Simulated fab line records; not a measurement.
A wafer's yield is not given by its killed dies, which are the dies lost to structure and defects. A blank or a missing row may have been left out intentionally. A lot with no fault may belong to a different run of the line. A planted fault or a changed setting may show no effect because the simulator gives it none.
fab line records -- flow n5_finfet
record: lots: 10, wafers: 28, last_day: 18
route steps=1938 shown BEOL_M0_SAQP@639 BEOL_M4@1111
lots that met no fault: from a run of the same line without faults
start_h: hours from the record's first day to the start of the lot's first wafer shown -- wait_h: how many hours have passed since the lot's step before this one -- " identical to the entry in the row above -- L1.1+2: a row that stands for several wafers -- - no value present, or no start provided -- * or withheld: withheld -- < > ~ a bound
route shown NAME@n: names a module that has steps shown in the file, with the first one's number in the route -- usual: mean/standard deviation taken from wafers without a fault -- same: alike in all rows -- chamber/n: place in a boat -- sites: per-site readings -- _std_site: the standard deviation of these -- _edge_site: inner sites' mean taken away from outer sites' mean -- radius_mm: for every site, how far away it sits from the centre of the wafer -- mask NAME#n: copy n -- behind: the most recent tool/chamber to have shaped the wafer -- hold: the reason the lot was held/the length of the hold in hours/how it ended -- device: names the non-switching transistor (n, p or np) -- end of line: tests run on the same wafers once the route is complete -- a step with no rows: only its recipe -- killed: dies that structure and defects cost at the first sort, which is not the same as the wafer's yield -- map: per-die view of a wafer (x killed, . not killed, _ where there is no die)
set.NAME: the setting the step ran with; set.NAME@STEP: the setting that earlier step ran with -- model.NAME: the simulator's own value behind a step, which no gauge read
steps of the route over a sample of lots; a table a step, a row a wafer
services: when a tool's chamber went out of use (start_h, in hours from the record's first day, below 0 if earlier), for how many hours, and the reason
== steps ==
step: N5_BEOL_M0_SAQP_THK_MEAS_05
usual: thk_nm: 60.0/0.75
lot.wafer,tool,chamber,start_h,wait_h,thk_nm
L655.1,film_metro-02,-,117.39,0.1,58.8
L655.3,film_metro-02,-,117.39,0.1,58.6
L655.5,film_metro-02,-,117.39,0.1,59.5
L656.1,film_metro-02,-,124.41,0.1,59.3
L656.2,film_metro-02,-,124.41,0.1,59.2
L656.3,film_metro-02,-,124.41,0.1,59.9
L657.1,film_metro-01,-,132.69,0.1,58.9
L657.5,film_metro-01,-,132.69,0.1,59.9
L657.6,film_metro-01,-,132.69,0.1,61.7
L661.3,film_metro-01,-,154.08,0.1,58.6
L661.6,film_metro-01,-,154.08,0.1,60.7
L662.5,film_metro-02,-,156.98,0.0,60.1
L662.6,film_metro-02,-,156.98,0.0,60.1
L667.2,film_metro-02,-,212.83,0.1,59.6
L667.5,film_metro-02,-,212.83,0.1,60.8
L667.6,film_metro-02,-,212.83,0.1,60.0
L668.1,film_metro-01,-,212.93,0.1,59.9
L668.4,film_metro-01,-,212.93,0.1,61.2
L668.6,film_metro-01,-,212.93,0.1,60.9
L670.2,film_metro-01,-,215.14,0.1,59.7
L670.5,film_metro-01,-,215.14,0.1,60.2
L670.6,film_metro-01,-,215.14,0.1,60.4
L669.2,film_metro-01,-,215.38,0.1,60.2
L669.4,film_metro-01,-,215.38,0.1,61.2
L669.5,film_metro-01,-,215.38,0.1,60.5
L676.2,film_metro-01,-,250.37,0.1,59.7
L676.3,film_metro-01,-,250.37,0.1,61.1
L676.5,film_metro-01,-,250.37,0.1,61.1
step: N5_BEOL_M0_SAQP_CD_MEAS_14
recipe: target_cd_nm: 42.5, landing_energy_ev: 500, detector: se_inlens
usual: cd_nm: 42.4/0.36
lot.wafer,tool,chamber,start_h,wait_h,cd_nm
L655.1,cd_sem-02,0,117.87,-,42.5
L655.3,cd_sem-02,0,117.87,-,42.2
L655.5,cd_sem-02,0,117.87,-,42.6
L656.1,cd_sem-01,0,124.77,-,41.9
L656.2,cd_sem-01,0,124.77,-,42.2
L656.3,cd_sem-01,0,124.77,-,41.8
L657.1,cd_sem-01,0,133.18,-,42.4
L657.5,cd_sem-01,0,133.18,-,42.3
L657.6,cd_sem-01,0,133.18,-,42.1
L661.3,cd_sem-01,0,154.57,-,42.7
L661.6,cd_sem-01,0,154.57,-,42.7
L662.5,cd_sem-03,0,157.47,-,42.7
L662.6,cd_sem-03,0,157.47,-,43.1
L667.2,cd_sem-03,0,213.32,-,41.6
L667.5,cd_sem-03,0,213.32,-,42.5
L667.6,cd_sem-03,0,213.32,-,42.7
L668.1,cd_sem-02,0,213.48,-,41.7
L668.4,cd_sem-02,0,213.48,-,42.4
L668.6,cd_sem-02,0,213.48,-,42.3
L670.2,cd_sem-01,0,215.62,-,42.9
L670.5,cd_sem-01,0,215.62,-,42.8
L670.6,cd_sem-01,0,215.62,-,42.8
L669.2,cd_sem-03,0,215.90,-,42.0
L669.4,cd_sem-03,0,215.90,-,42.8
L669.5,cd_sem-03,0,215.90,-,41.9
L676.2,cd_sem-03,0,250.73,-,42.4
L676.3,cd_sem-03,0,250.73,-,42.8
L676.5,cd_sem-03,0,250.73,-,42.3
step: N5_BEOL_M0_SAQP_SPACER1_ALD_98
recipe: material: SiO2, target_thk_a: 128, temp_c: 300, ald_precursor_family: BDEAS, ald_co_reactant: O2-plasma, pulse_time_s: 1, purge_time_s: 2, co_reactant_purge_time_s: 2, ald_cycles: 138, pressure_torr: 2
usual: ald_cycles: 138/0, heater_power_w: 448/60, precursor_pulse_height_rel: 0.997/0.02
same: purge_time_s: 2
lot.wafer,tool,chamber,start_h,wait_h,ald_cycles,heater_power_w,precursor_pulse_height_rel
L655.1,ald_sin-03,3,119.29,0.3,138,416,1.020
L655.3,ald_sin-03,0,119.29,0.3,138,466,0.983
L655.5,ald_sin-03,1,119.29,0.3,138,436,0.995
L656.1,ald_sin-03,3,125.81,0.3,138,409,0.981
L656.2,ald_sin-03,0,125.81,0.3,138,460,1.018
L656.3,ald_sin-03,1,125.81,0.3,138,434,0.978
L657.1,ald_sin-03,0,134.16,0.3,138,461,1.010
L657.5,ald_sin-03,1,134.16,0.3,131,450,1.016
L657.6,ald_sin-03,0,134.16,0.3,138,450,0.982
L661.3,ald_sin-03,1,155.58,0.1,131,440,1.012
L661.6,ald_sin-03,0,155.58,0.1,138,483,1.013
L662.5,ald_sin-03,0,159.19,0.3,131,465,1.004
L662.6,ald_sin-03,3,159.19,0.3,138,403,1.018
L667.2,ald_sin-02,2,214.66,0.5,138,482,0.995
L667.5,ald_sin-02,0,214.66,0.5,138,492,1.007
L667.6,ald_sin-02,3,214.66,0.5,138,490,1.020
L668.1,ald_sin-02,0,215.61,1.1,138,498,0.991
L668.4,ald_sin-02,2,215.61,1.1,138,475,0.996
L668.6,ald_sin-02,0,215.61,1.1,138,500,1.011
L670.2,ald_sin-04,2,216.75,0.4,138,498,0.987
L670.5,ald_sin-04,3,216.75,0.4,138,376,0.974
L670.6,ald_sin-04,0,216.75,0.4,138,515,1.025
L669.2,ald_sin-04,0,217.20,0.3,138,547,0.985
L669.4,ald_sin-04,2,217.20,0.3,138,511,1.027
L669.5,ald_sin-04,3,217.20,0.3,138,390,0.992
L676.2,ald_sin-02,2,251.83,0.3,138,463,1.037
L676.3,ald_sin-02,1,251.83,0.3,138,373,1.012
L676.5,ald_sin-02,3,251.83,0.3,138,483,1.011
step: N5_BEOL_M0_SAQP_CD_MEAS_25
recipe: target_cd_nm: 13.1, landing_energy_ev: 1000, detector: se_inlens
usual: cd_nm: 12.81/0.23
lot.wafer,tool,chamber,start_h,wait_h,cd_nm
L655.1,cd_sem-02,0,120.00,0.1,13.08
L655.3,cd_sem-02,0,120.00,0.1,13.37
L655.5,cd_sem-02,0,120.00,0.1,12.26
L656.1,cd_sem-02,0,126.52,0.1,12.93
L656.2,cd_sem-02,0,126.52,0.1,12.83
L656.3,cd_sem-02,0,126.52,0.1,13.02
L657.1,cd_sem-01,0,134.83,0.1,12.90
L657.5,cd_sem-01,0,134.83,0.1,12.21
L657.6,cd_sem-01,0,134.83,0.1,13.06
L661.3,cd_sem-03,0,156.26,0.1,11.83
L661.6,cd_sem-03,0,156.26,0.1,12.84
L662.5,cd_sem-02,0,159.70,0.0,12.00
L662.6,cd_sem-02,0,159.70,0.0,12.93
L667.2,cd_sem-01,0,215.43,0.1,12.81
L667.5,cd_sem-01,0,215.43,0.1,12.80
L667.6,cd_sem-01,0,215.43,0.1,13.00
L668.1,cd_sem-02,0,216.32,0.1,12.80
L668.4,cd_sem-02,0,216.32,0.1,12.54
L668.6,cd_sem-02,0,216.32,0.1,12.34
L670.2,cd_sem-01,0,217.42,0.1,13.10
L670.5,cd_sem-01,0,217.42,0.1,12.84
L670.6,cd_sem-01,0,217.42,0.1,12.88
L669.2,cd_sem-01,0,217.96,0.1,12.80
L669.4,cd_sem-01,0,217.96,0.1,12.75
L669.5,cd_sem-01,0,217.96,0.1,12.49
L676.2,cd_sem-03,0,252.50,0.1,12.59
L676.3,cd_sem-03,0,252.50,0.1,12.78
L676.5,cd_sem-03,0,252.50,0.1,12.81
step: N5_BEOL_M0_SAQP_ETCH_102
recipe: chemistry: CF4, target: SiO2, target_depth_a: 40, ion_energy_ev: 350, time_s: 4.4, pressure_mtorr: 10, icp_w: 800, bias_w: 400, cf4_flow_sccm: 80
usual: drypump_motor_current_A: 5.7/0.41, he_backside_leak_sccm: 2.70/0.24, oes_product_au: 1.000/0.02, throttle_valve_pct: 21.7/0.31
same: time_s: 4.4
lot.wafer,tool,chamber,start_h,wait_h,drypump_motor_current_A,he_backside_leak_sccm,oes_product_au,rf_hours_counter_h,throttle_valve_pct
L655.1,rie_si-05,0,120.38,0.1,6.0,2.93,0.981,194,22.1
L655.3,rie_si-05,2,120.38,0.1,5.3,2.79,0.996,51,21.4
L655.5,rie_si-05,3,120.38,0.1,6.5,2.62,1.003,-,22.2
L656.1,rie_si-02,3,126.66,0.1,5.5,2.74,0.987,178,21.7
L656.2,rie_si-02,0,126.66,0.1,5.7,3.28,1.025,141,21.6
L656.3,rie_si-02,1,126.66,0.1,5.7,2.28,1.031,39,21.3
L657.1,rie_si-05,0,134.97,0.1,6.0,2.87,0.986,194,22.1
L657.5,rie_si-05,2,134.97,0.1,5.4,2.64,0.982,-,21.4
L657.6,rie_si-05,3,134.97,0.1,6.5,2.64,1.012,-,22.2
L661.3,rie_si-06,1,156.40,0.1,5.1,2.94,0.977,2,21.5
L661.6,rie_si-06,2,156.40,0.1,5.3,2.41,1.047,-,21.7
L662.5,rie_si-06,0,159.97,0.0,5.6,2.82,0.973,-,21.3
L662.6,rie_si-06,1,159.97,0.0,5.1,2.87,0.981,-,21.5
L667.2,rie_si-05,3,215.58,0.1,6.6,2.59,1.013,31,22.2
L667.5,rie_si-05,2,215.58,0.1,5.4,2.70,0.983,-,21.4
L667.6,rie_si-05,3,215.58,0.1,6.5,2.55,1.013,-,22.2
L668.1,rie_si-02,1,216.46,0.1,5.6,2.38,1.026,40,21.3
L668.4,rie_si-02,3,216.46,0.1,5.5,2.81,0.983,180,21.7
L668.6,rie_si-02,1,216.46,0.1,5.7,2.22,1.023,-,21.3
L670.2,rie_si-06,2,217.56,0.1,5.3,2.47,1.032,106,21.7
L670.5,rie_si-06,3,217.56,0.1,5.9,2.56,1.006,-,21.9
L670.6,rie_si-06,2,217.56,0.1,5.3,2.57,1.031,-,21.7
L669.2,rie_si-06,0,218.11,0.1,5.6,2.88,0.983,5,21.3
L669.4,rie_si-06,1,218.11,0.1,5.1,3.02,0.973,3,21.5
L669.5,rie_si-06,1,218.11,0.1,5.0,2.91,0.973,-,21.5
L676.2,rie_si-06,3,252.64,0.1,5.9,2.53,1.015,165,21.9
L676.3,rie_si-06,0,252.64,0.1,5.6,2.77,0.975,6,21.3
L676.5,rie_si-06,3,252.64,0.1,5.9,2.45,1.015,-,21.9
step: N5_BEOL_M4_RC_MEAS_101
usual: DIBL_N: 36.5/1.4, DIBL_P: 36.6/1.9, IOFF_N: 0.167/0.029, IOFF_P: 0.21/0.033, ION_N: 674/12, ION_P: 460/8.9, SS_N: 71.6/0.57, SS_P: 73.4/0.61, VT_N: 249/3.3, VT_P: -250/3.3
lot.wafer,tool,chamber,start_h,wait_h,DIBL_N[mV/V],DIBL_P[mV/V],IOFF_N[nA/um],IOFF_P[nA/um],ION_N[uA/um],ION_P[uA/um],SS_N[mV/dec],SS_P[mV/dec],VT_N[mV],VT_P[mV]
L655.1,prober-02,0,178.37,0.0,36.0,36.0,0.160,0.20,664,454,71.5,73.9,250,-252
L655.3,prober-02,0,178.37,0.0,34.5,33.9,0.134,0.18,657,450,71.3,73.7,252,-256
L655.5,prober-02,0,178.37,0.0,38.5,39.2,0.214,0.26,674,459,72.6,74.7,244,-247
L656.1,prober-02,0,181.24,0.0,36.0,37.2,0.162,0.23,693,478,71.3,72.9,252,-252
L656.2,prober-02,0,181.24,0.0,34.5,34.3,0.130,0.19,667,460,71.4,72.8,253,-250
L656.3,prober-02,0,181.24,0.0,36.4,36.9,0.145,0.22,659,457,72.1,73.6,252,-250
L657.1,prober-02,0,195.26,0.0,36.6,35.3,0.158,0.23,678,467,71.5,73.4,250,-248
L657.5,prober-02,0,195.26,0.0,35.1,33.9,0.135,0.21,662,462,70.4,73.0,252,-248
L657.6,prober-02,0,195.26,0.0,37.3,36.3,0.173,0.25,677,470,71.1,73.6,250,-244
L661.3,prober-02,0,210.51,0.3,35.3,35.3,0.157,0.18,678,457,71.5,73.0,248,-253
L661.6,prober-02,0,210.51,0.3,37.7,38.0,0.191,0.23,679,467,72.2,74.1,245,-249
L662.5,prober-01,0,215.35,0.6,37.5,37.5,0.210,0.21,689,465,71.5,73.6,245,-251
L662.6,prober-01,0,215.35,0.6,36.1,35.6,0.158,0.18,671,453,71.5,72.5,249,-253
L667.2,prober-02,0,263.80,0.2,38.3,39.6,0.211,0.29,697,479,71.4,73.7,248,-245
L667.5,prober-02,0,263.80,0.2,39.2,40.3,0.215,0.29,685,469,72.0,74.0,246,-244
L667.6,prober-02,0,263.80,0.2,35.4,35.6,0.146,0.21,673,468,71.3,72.5,249,-250
L668.1,prober-01,0,265.74,0.0,37.8,38.8,0.196,0.22,677,460,71.7,73.6,245,-248
L668.4,prober-01,0,265.74,0.0,36.9,37.7,0.180,0.21,685,464,71.3,73.5,247,-250
L668.6,prober-01,0,265.74,0.0,35.8,36.3,0.148,0.19,670,461,71.3,73.9,249,-252
L669.2,prober-01,0,268.55,0.2,36.4,35.7,0.127,0.16,656,444,71.0,72.9,255,-257
L669.4,prober-01,0,268.55,0.2,40.3,39.6,0.217,0.22,674,453,72.3,74.0,245,-252
L669.5,prober-01,0,268.55,0.2,36.8,35.8,0.137,0.16,656,449,71.5,73.3,252,-258
L670.2,prober-02,0,269.37,0.2,35.6,35.7,0.135,0.16,662,445,71.4,72.4,255,-255
L670.5,prober-02,0,269.37,0.2,36.2,36.2,0.152,0.17,664,446,70.7,73.0,249,-255
L670.6,prober-02,0,269.37,0.2,37.4,37.4,0.164,0.20,674,454,72.3,72.9,251,-255
L676.2,prober-01,0,308.71,0.2,35.2,34.8,0.133,0.19,649,452,72.1,72.1,252,-252
L676.3,prober-01,0,308.71,0.2,35.4,35.0,0.141,0.20,670,462,71.4,72.8,250,-251
L676.5,prober-01,0,308.71,0.2,36.6,36.5,0.165,0.21,663,447,72.4,71.9,249,-251
== services ==
tool,chamber,start_h,hours,kind
ald_sin-02,-,101.48,2.8,pm
ald_sin-02,0,101.48,-,clean
ald_sin-02,1,101.48,-,clean
ald_sin-02,2,101.48,-,clean
ald_sin-02,3,101.48,-,clean
rie_si-05,1,105.88,-,clean
rie_si-05,1,105.88,23.8,scheduled_down
rie_si-05,1,105.88,23.8,vent_cycle
ald_sin-04,1,126.36,4.3,repair
rie_si-05,0,146.12,-,clean
rie_si-05,0,146.12,25.2,scheduled_down
rie_si-05,0,146.12,25.2,vent_cycle
rie_si-05,3,179.11,1.7,repair
ald_sin-03,3,187.19,13.1,repair
ald_sin-04,-,206.12,6.1,pm
rie_si-05,1,213.17,7.1,repair
== key ==
first_sign: step: N5_BEOL_M0_SAQP_SPACER1_ALD_98, reading: ald_cycles, direction: down, sigmas: 99+, usual: *, struck: *
effect: step: N5_BEOL_M0_SAQP_CD_MEAS_25, reading: cd_nm, direction: down, sigmas: 3.5, usual: 12.81, struck: 12.02
met_at N5_BEOL_M0_SAQP_SPACER1_ALD_98
struck_lots L657,L661,L662
struck_wafers L657.5,L661.3,L662.5
not_acting_at N5_BEOL_M0_SAQP_THK_MEAS_05,N5_BEOL_M0_SAQP_CD_MEAS_14,N5_BEOL_M0_SAQP_ETCH_102
onset_between 125.81 134.16
fault: kind: process_parameter_drift, tool: ald_sin-03, chamber: -, onset_h: 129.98, steps: N5_BEOL_M0_SAQP_SPACER1_ALD_98, channel: ald_cycles, offset: *, shape: step, end_h: 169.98, scope: struck_wafers_only, acts_in: *, stated: *
